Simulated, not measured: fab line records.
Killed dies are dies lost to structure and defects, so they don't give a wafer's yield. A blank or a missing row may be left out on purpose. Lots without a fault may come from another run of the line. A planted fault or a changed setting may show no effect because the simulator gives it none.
Which tool is to blame? :: flow nand-harc :: 33 wafers from 12 lots sampled at 5 of the route's 1159 steps

WHAT EACH GAUGE READ, for each wafer
NHARC_END_SORT_01.
lot: L825
measured: day 25 00:16
on: prober-02
killed-at-array: 20 13 27
killed-at-other: 0 0 0
killed-at-periphery: 2 4 1
killed-dies: 22 17 28
killed-open: 2 3 2
killed-short: 1 1 3

lot: L824
measured: day 24 16:26
on: prober-02
killed-at-array: 16 25 18
killed-at-other: 0 0 0
killed-at-periphery: 0 1 1
killed-dies: 16 26 19
killed-open: 1 2 3
killed-short: 1 3 2

lot: L821
measured: day 24 20:12
on: prober-01
killed-at-array: 21 32 30
killed-at-other: 1 0 0
killed-at-periphery: 3 3 1
killed-dies: 25 35 31
killed-open: 3 8 3
killed-short: 1 1 1

lot: L823
measured: day 25 08:05
on: prober-02
killed-at-array: 11 14 9
killed-at-other: 0 0 0
killed-at-periphery: 1 2 2
killed-dies: 12 16 11
killed-open: 3 3 3
killed-short: 4 2 0

lot: L822
measured: day 25 03:59
on: prober-01
killed-at-array: 41 33 53
killed-at-other: 0 0 0
killed-at-periphery: 4 3 7
killed-dies: 45 36 60
killed-open: 1 4 6
killed-short: 3 1 2

lot: L827
measured: day 25 21:56
on: prober-01
killed-at-array: 26 29 24
killed-at-other: 4 3 2
killed-at-periphery: 3 1 4
killed-dies: 33 33 30
killed-open: 1 2 2
killed-short: 1 2 2

lot: L826
measured: day 26 02:08
on: prober-02
killed-at-array: 21 16 27
killed-at-other: 0 0 2
killed-at-periphery: 6 2 7
killed-dies: 27 18 36
killed-open: 3 2 9
killed-short: 6 0 3

lot: L835
measured: day 26 18:39
on: prober-01
killed-at-array: 671 39
killed-at-other: 0 1
killed-at-periphery: 4 4
killed-dies: 675 44
killed-open: 3 2
killed-short: 4 1

lot: L837
measured: day 28 01:59
on: prober-01
killed-at-array: 672
killed-at-other: 1
killed-at-periphery: 3
killed-dies: 676
killed-open: 7
killed-short: 1

lot: L839
measured: day 27 14:41
on: prober-02
killed-at-array: 16 17 15
killed-at-other: 0 0 0
killed-at-periphery: 3 0 2
killed-dies: 19 17 17
killed-open: 1 3 2
killed-short: 1 0 4

lot: L840
measured: day 27 06:56
on: prober-02
killed-at-array: 43 29 44
killed-at-other: 1 0 1
killed-at-periphery: 0 3 2
killed-dies: 44 32 47
killed-open: 2 2 1
killed-short: 1 4 5

lot: L841
measured: day 27 22:31
on: prober-02
killed-at-array: 32 25 26
killed-at-other: 0 0 0
killed-at-periphery: 4 2 2
killed-dies: 36 27 28
killed-open: 2 7 3
killed-short: 1 2 0

WHAT TOOL EACH LOT RAN ON (gives the tool, then ch and the chambers of the sampled wafers, and finally the start)
lot: L825
NHARC_A_STAIRCASE_DESCUM_11: rie-diel-11 ch 0,2, day 13 10:54
NHARC_A_STAIRCASE_ETCH_15: rie-diel-11 ch 1,2, day 13 13:00 or earlier
NHARC_A_STAIRCASE_TRIM_26: rie-diel-05 ch 2,3, day 13 13:00
NHARC_A_STAIRCASE_DESCUM_186: rie-diel-05 ch 0,3, day 13 15:02

lot: L824
NHARC_A_STAIRCASE_DESCUM_11: rie-diel-04 ch 1,3, day 13 11:07
NHARC_A_STAIRCASE_ETCH_15: rie-diel-04 ch 1,3, day 13 14:07 or earlier
NHARC_A_STAIRCASE_TRIM_26: rie-diel-04 ch 0,1, day 13 14:07
NHARC_A_STAIRCASE_DESCUM_186: rie-diel-05 ch 0,3, day 13 15:59

lot: L821
NHARC_A_STAIRCASE_DESCUM_11: rie-diel-11 ch 2,3, day 13 14:29
NHARC_A_STAIRCASE_ETCH_15: rie-diel-11 ch 0,3, day 13 17:02 or earlier
NHARC_A_STAIRCASE_TRIM_26: rie-diel-04 ch 0,2,3, day 13 17:02
NHARC_A_STAIRCASE_DESCUM_186: rie-diel-05 ch 0,2,3, day 13 19:02

lot: L823
NHARC_A_STAIRCASE_DESCUM_11: rie-diel-11 ch 1,3, day 13 18:44
NHARC_A_STAIRCASE_ETCH_15: rie-diel-11 ch 1,3, day 13 21:16 or earlier
NHARC_A_STAIRCASE_TRIM_26: rie-diel-05 ch 1,2,3, day 13 21:16
NHARC_A_STAIRCASE_DESCUM_186: rie-diel-11 ch 2,3, day 13 23:06

lot: L822
NHARC_A_STAIRCASE_DESCUM_11: rie-diel-11 ch 0,1,3, day 13 18:55
NHARC_A_STAIRCASE_ETCH_15: rie-diel-11 ch 0,1,3, day 13 21:27 or earlier
NHARC_A_STAIRCASE_TRIM_26: rie-diel-05 ch 1,2,3, day 13 21:27
NHARC_A_STAIRCASE_DESCUM_186: rie-diel-04 ch 0,1,3, day 13 23:44

lot: L827
NHARC_A_STAIRCASE_DESCUM_11: rie-diel-05 ch 0,1,3, day 14 00:02
NHARC_A_STAIRCASE_ETCH_15: rie-diel-05 ch 0,2,3, day 14 03:13 or earlier
NHARC_A_STAIRCASE_TRIM_26: rie-diel-05 ch 0,2,3, day 14 03:13
NHARC_A_STAIRCASE_DESCUM_186: rie-diel-05 ch 1,2,3, day 14 05:04

lot: L826
NHARC_A_STAIRCASE_DESCUM_11: rie-diel-04 ch 1,2, day 14 00:27
NHARC_A_STAIRCASE_ETCH_15: rie-diel-04 ch 0,1, day 14 03:50 or earlier
NHARC_A_STAIRCASE_TRIM_26: rie-diel-04 ch 0,3, day 14 03:50
NHARC_A_STAIRCASE_DESCUM_186: rie-diel-05 ch 0,2,3, day 14 05:42

lot: L835
NHARC_A_STAIRCASE_DESCUM_11: rie-diel-11 ch 2,3, day 14 19:14
NHARC_A_STAIRCASE_ETCH_15: rie-diel-11 ch 0,3, day 14 22:30 or earlier
NHARC_A_STAIRCASE_TRIM_26: rie-diel-04 ch 0,1, day 14 22:30
NHARC_A_STAIRCASE_DESCUM_186: rie-diel-04 ch 0,1, day 15 03:12

lot: L837
NHARC_A_STAIRCASE_DESCUM_11: rie-diel-11 ch 2, day 14 23:12
NHARC_A_STAIRCASE_ETCH_15: rie-diel-11 ch 0, day 15 01:53 or earlier
NHARC_A_STAIRCASE_TRIM_26: rie-diel-04 ch 0, day 15 01:53
NHARC_A_STAIRCASE_DESCUM_186: rie-diel-11 ch 2, day 15 13:11

lot: L839
NHARC_A_STAIRCASE_DESCUM_11: rie-diel-04 ch 1,3, day 14 23:25
NHARC_A_STAIRCASE_ETCH_15: rie-diel-04 ch 1,2,3, day 15 02:46 or earlier
NHARC_A_STAIRCASE_TRIM_26: rie-diel-11 ch 0,3, day 15 02:46
NHARC_A_STAIRCASE_DESCUM_186: rie-diel-11 ch 0,1, day 15 05:30

lot: L840
NHARC_A_STAIRCASE_DESCUM_11: rie-diel-11 ch 0,2,3, day 15 10:39
NHARC_A_STAIRCASE_ETCH_15: rie-diel-11 ch 1,2,3, day 15 15:46 or earlier
NHARC_A_STAIRCASE_TRIM_26: rie-diel-05 ch 0,1,3, day 15 15:46
NHARC_A_STAIRCASE_DESCUM_186: rie-diel-04 ch 1,2,3, day 15 17:35

lot: L841
NHARC_A_STAIRCASE_DESCUM_11: rie-diel-04 ch 0,1,2, day 15 14:37
NHARC_A_STAIRCASE_ETCH_15: rie-diel-04 ch 0,2, day 15 16:55 or earlier
NHARC_A_STAIRCASE_TRIM_26: rie-diel-11 ch 1,2, day 15 16:55
NHARC_A_STAIRCASE_DESCUM_186: rie-diel-04 ch 0,2,3, day 15 18:54
- NHARC_A_STAIRCASE_DESCUM_11: chemistry O2, time 3 s.
- NHARC_A_STAIRCASE_ETCH_15: etches the open film in C4F8/O2, target depth 100 nm, time 40.5 s.
- NHARC_A_STAIRCASE_TRIM_26: chemistry O2, time 211.2 s.
- NHARC_A_STAIRCASE_DESCUM_186: chemistry O2, time 3 s.

AS READ BY THE TOOLS THEMSELVES (means over the sampled wafers that have a number; for cases with no such wafer, the mark the record gives instead)
NHARC_A_STAIRCASE_DESCUM_11.
lot: L825
tool: rie-diel-11
drypump-motor-current-A (A): 6.0
oes-product-au (a.u.): 0.988
rf-vpp-V (V): 57.9
showerhead-plenum-p-Torr (Torr): 1.88
throttle-valve-pct (%): 11.316

lot: L824
tool: rie-diel-04
drypump-motor-current-A (A): 5.2
oes-product-au (a.u.): 0.990
rf-vpp-V (V): 58.2
showerhead-plenum-p-Torr (Torr): 2.02
throttle-valve-pct (%): 11.310

lot: L821
tool: rie-diel-11
drypump-motor-current-A (A): 5.7
oes-product-au (a.u.): 0.991
rf-vpp-V (V): 57.1
showerhead-plenum-p-Torr (Torr): 1.84
throttle-valve-pct (%): 11.309

lot: L823
tool: rie-diel-11
drypump-motor-current-A (A): 5.5
oes-product-au (a.u.): 1.007
rf-vpp-V (V): 58.4
showerhead-plenum-p-Torr (Torr): 1.96
throttle-valve-pct (%): 11.310

lot: L822
tool: rie-diel-11
drypump-motor-current-A (A): 5.7
oes-product-au (a.u.): 1.005
rf-vpp-V (V): 58.5
showerhead-plenum-p-Torr (Torr): 2.00
throttle-valve-pct (%): 11.308

lot: L827
tool: rie-diel-05
drypump-motor-current-A (A): 5.6
oes-product-au (a.u.): 1.010
rf-vpp-V (V): 58.6
showerhead-plenum-p-Torr (Torr): 1.88
throttle-valve-pct (%): 11.314

lot: L826
tool: rie-diel-04
drypump-motor-current-A (A): 5.8
oes-product-au (a.u.): 0.999
rf-vpp-V (V): 58.4
showerhead-plenum-p-Torr (Torr): 1.95
throttle-valve-pct (%): 11.311

lot: L835
tool: rie-diel-11
drypump-motor-current-A (A): 5.6
oes-product-au (a.u.): 0.984
rf-vpp-V (V): 56.1
showerhead-plenum-p-Torr (Torr): 1.87
throttle-valve-pct (%): 11.309

lot: L837
tool: rie-diel-11
drypump-motor-current-A (A): 5.8
oes-product-au (a.u.): 0.975
rf-vpp-V (V): 56.5
showerhead-plenum-p-Torr (Torr): 1.79
throttle-valve-pct (%): 11.295

lot: L839
tool: rie-diel-04
drypump-motor-current-A (A): 5.2
oes-product-au (a.u.): 0.994
rf-vpp-V (V): 58.3
showerhead-plenum-p-Torr (Torr): 2.02
throttle-valve-pct (%): 11.306

lot: L840
tool: rie-diel-11
drypump-motor-current-A (A): 5.8
oes-product-au (a.u.): 0.995
rf-vpp-V (V): 58.0
showerhead-plenum-p-Torr (Torr): 1.93
throttle-valve-pct (%): 11.314

lot: L841
tool: rie-diel-04
drypump-motor-current-A (A): 6.1
oes-product-au (a.u.): 1.006
rf-vpp-V (V): 57.6
showerhead-plenum-p-Torr (Torr): 1.90
throttle-valve-pct (%): 11.308

NHARC_A_STAIRCASE_ETCH_15.
lot: L825
tool: rie-diel-11
oes-product-au (a.u.): 0.940
rf-vpp-V (V): 893

lot: L824
tool: rie-diel-04
oes-product-au (a.u.): 0.939
rf-vpp-V (V): 901

lot: L821
tool: rie-diel-11
oes-product-au (a.u.): 0.923
rf-vpp-V (V): 902

lot: L823
tool: rie-diel-11
oes-product-au (a.u.): 0.930
rf-vpp-V (V): 900

lot: L822
tool: rie-diel-11
oes-product-au (a.u.): 0.935
rf-vpp-V (V): 901

lot: L827
tool: rie-diel-05
oes-product-au (a.u.): 0.929
rf-vpp-V (V): 896

lot: L826
tool: rie-diel-04
oes-product-au (a.u.): 0.944
rf-vpp-V (V): 893

lot: L835
tool: rie-diel-11
oes-product-au (a.u.): 0.933
rf-vpp-V (V): 902

lot: L837
tool: rie-diel-11
oes-product-au (a.u.): 0.949
rf-vpp-V (V): 904

lot: L839
tool: rie-diel-04
oes-product-au (a.u.): 0.932
rf-vpp-V (V): 899

lot: L840
tool: rie-diel-11
oes-product-au (a.u.): 0.926
rf-vpp-V (V): 895

lot: L841
tool: rie-diel-04
oes-product-au (a.u.): 0.942
rf-vpp-V (V): 892

NHARC_A_STAIRCASE_TRIM_26.
lot: L825
tool: rie-diel-05
drypump-motor-current-A (A): 6.2
oes-product-au (a.u.): 0.998
rf-vpp-V (V): 58.1
run-length-s (s): 232.5
showerhead-plenum-p-Torr (Torr): 3.58
throttle-valve-pct (%): 17.027

lot: L824
tool: rie-diel-04
drypump-motor-current-A (A): 5.8
oes-product-au (a.u.): 1.017
rf-vpp-V (V): 57.8
run-length-s (s): 232.8
showerhead-plenum-p-Torr (Torr): 3.53
throttle-valve-pct (%): 17.033

lot: L821
tool: rie-diel-04
drypump-motor-current-A (A): 6.0
oes-product-au (a.u.): 1.010
rf-vpp-V (V): 58.1
run-length-s (s): 232.7
showerhead-plenum-p-Torr (Torr): 3.59
throttle-valve-pct (%): 17.029

lot: L823
tool: rie-diel-05
drypump-motor-current-A (A): 6.0
oes-product-au (a.u.): 0.996
rf-vpp-V (V): 57.3
run-length-s (s): 232.5
showerhead-plenum-p-Torr (Torr): 3.51
throttle-valve-pct (%): 17.032

lot: L822
tool: rie-diel-05
drypump-motor-current-A (A): 6.0
oes-product-au (a.u.): 0.993
rf-vpp-V (V): 57.8
run-length-s (s): 232.6
showerhead-plenum-p-Torr (Torr): 3.51
throttle-valve-pct (%): 17.038

lot: L827
tool: rie-diel-05
drypump-motor-current-A (A): 5.7
oes-product-au (a.u.): 1.001
rf-vpp-V (V): 57.6
run-length-s (s): 232.6
showerhead-plenum-p-Torr (Torr): 3.54
throttle-valve-pct (%): 17.047

lot: L826
tool: rie-diel-04
drypump-motor-current-A (A): 5.5
oes-product-au (a.u.): 0.996
rf-vpp-V (V): 58.7
run-length-s (s): 232.6
showerhead-plenum-p-Torr (Torr): 3.66
throttle-valve-pct (%): 17.041

lot: L835
tool: rie-diel-04
drypump-motor-current-A (A): 6.0
oes-product-au (a.u.): 0.998
rf-vpp-V (V): 58.4
run-length-s (s): 191.3
showerhead-plenum-p-Torr (Torr): 3.49
throttle-valve-pct (%): 17.029

lot: L837
tool: rie-diel-04
drypump-motor-current-A (A): 6.4
oes-product-au (a.u.): 1.014
rf-vpp-V (V): 57.2
run-length-s (s): 149.7
showerhead-plenum-p-Torr (Torr): 3.40
throttle-valve-pct (%): 17.055

lot: L839
tool: rie-diel-11
drypump-motor-current-A (A): 5.8
oes-product-au (a.u.): 0.997
rf-vpp-V (V): 57.8
run-length-s (s): 232.9
showerhead-plenum-p-Torr (Torr): 3.72
throttle-valve-pct (%): 17.034

lot: L840
tool: rie-diel-05
drypump-motor-current-A (A): 5.6
oes-product-au (a.u.): 1.009
rf-vpp-V (V): 57.7
run-length-s (s): 232.6
showerhead-plenum-p-Torr (Torr): 3.46
throttle-valve-pct (%): 17.031

lot: L841
tool: rie-diel-11
drypump-motor-current-A (A): 5.9
oes-product-au (a.u.): 0.987
rf-vpp-V (V): 57.2
run-length-s (s): 231.8
showerhead-plenum-p-Torr (Torr): 3.42
throttle-valve-pct (%): 17.044

NHARC_A_STAIRCASE_DESCUM_186.
lot: L825
tool: rie-diel-05
drypump-motor-current-A (A): 5.4
oes-product-au (a.u.): 0.997
rf-vpp-V (V): 57.5
showerhead-plenum-p-Torr (Torr): 1.87
throttle-valve-pct (%): 11.306

lot: L824
tool: rie-diel-05
drypump-motor-current-A (A): 5.4
oes-product-au (a.u.): 0.995
rf-vpp-V (V): 57.9
showerhead-plenum-p-Torr (Torr): 1.87
throttle-valve-pct (%): 11.309

lot: L821
tool: rie-diel-05
drypump-motor-current-A (A): 5.7
oes-product-au (a.u.): 1.000
rf-vpp-V (V): 58.4
showerhead-plenum-p-Torr (Torr): 1.92
throttle-valve-pct (%): 11.316

lot: L823
tool: rie-diel-11
drypump-motor-current-A (A): 5.5
oes-product-au (a.u.): 0.990
rf-vpp-V (V): 58.2
showerhead-plenum-p-Torr (Torr): 1.90
throttle-valve-pct (%): 11.308

lot: L822
tool: rie-diel-04
drypump-motor-current-A (A): 5.6
oes-product-au (a.u.): 1.003
rf-vpp-V (V): 58.8
showerhead-plenum-p-Torr (Torr): 1.95
throttle-valve-pct (%): 11.316

lot: L827
tool: rie-diel-05
drypump-motor-current-A (A): 6.0
oes-product-au (a.u.): 1.005
rf-vpp-V (V): 56.8
showerhead-plenum-p-Torr (Torr): 1.90
throttle-valve-pct (%): 11.305

lot: L826
tool: rie-diel-05
drypump-motor-current-A (A): 5.8
oes-product-au (a.u.): 1.000
rf-vpp-V (V): 57.5
showerhead-plenum-p-Torr (Torr): 1.92
throttle-valve-pct (%): 11.308

lot: L835
tool: rie-diel-04
drypump-motor-current-A (A): 5.9
oes-product-au (a.u.): 1.002
rf-vpp-V (V): 56.8
showerhead-plenum-p-Torr (Torr): 1.89
throttle-valve-pct (%): 11.323

lot: L837
tool: rie-diel-11
drypump-motor-current-A (A): 5.9
oes-product-au (a.u.): 0.974
rf-vpp-V (V): 57.2
showerhead-plenum-p-Torr (Torr): 1.79
throttle-valve-pct (%): 11.328

lot: L839
tool: rie-diel-11
drypump-motor-current-A (A): 6.0
oes-product-au (a.u.): 1.003
rf-vpp-V (V): 57.9
showerhead-plenum-p-Torr (Torr): 2.03
throttle-valve-pct (%): 11.310

lot: L840
tool: rie-diel-04
drypump-motor-current-A (A): 5.6
oes-product-au (a.u.): 0.992
rf-vpp-V (V): 58.0
showerhead-plenum-p-Torr (Torr): 1.97
throttle-valve-pct (%): 11.306

lot: L841
tool: rie-diel-04
drypump-motor-current-A (A): 6.0
oes-product-au (a.u.): 1.002
rf-vpp-V (V): 57.5
showerhead-plenum-p-Torr (Torr): 1.94
throttle-valve-pct (%): 11.308

THE ANSWER, worked out from the rows above alone
Rule: what is usual is taken from the lots themselves. The widest of any qualifying gaps counts: lots, ordered by their means at a reading, are off when they make up no more than a third of the lots, leave a main group of 4 or more, and stand apart from it by 3 or more times the standard deviation of that group's means. A main group whose means are all the same, to the digits that the tables above print for the reading, isn't used. A lot without any number at a reading at which 4 lots or more have one is off too. All remaining lots with rows at the step are treated as sound. After the gauges, taken in route order, come the tools' own readings; for these a lot's mean is taken, as printed above. The first step at which some lot is off is used, and at that step the reading that is off furthest; a lot without a number counts as furthest.
Off at NHARC_END_SORT_01 (killed-at-array): L835, L837. For the main group the mean is 25 and the standard deviation 9.2.
A tool fits if, at a process step before that reading, it ran every lot that is off, and no sound lot after the first of them. Not tried: the gauges at NHARC_END_SORT_01; whatever is off there is also off at NHARC_A_STAIRCASE_TRIM_26, on other tools, and gauge error can't account for it. With no start given for some of its lots, NHARC_A_STAIRCASE_ETCH_15 uses the hours and lot order of NHARC_A_STAIRCASE_TRIM_26. One fits: rie-diel-04 at NHARC_A_STAIRCASE_TRIM_26. Its last sound lot is L826 (day 14 03:50), its first lot that is off L835 (day 14 22:30): a fault that began between those two fits.
The tool's own readings at NHARC_A_STAIRCASE_TRIM_26 bear it out: on the lots that are off they differ by more than 5 times the standard deviation of the sound lots' means. run-length-s reads 170.5 s there against 232.6 s on the sound lots.

WHAT THE SIMULATOR PUT IN
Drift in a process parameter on rie-diel-04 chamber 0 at NHARC_A_STAIRCASE_TRIM_26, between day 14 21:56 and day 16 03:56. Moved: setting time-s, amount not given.
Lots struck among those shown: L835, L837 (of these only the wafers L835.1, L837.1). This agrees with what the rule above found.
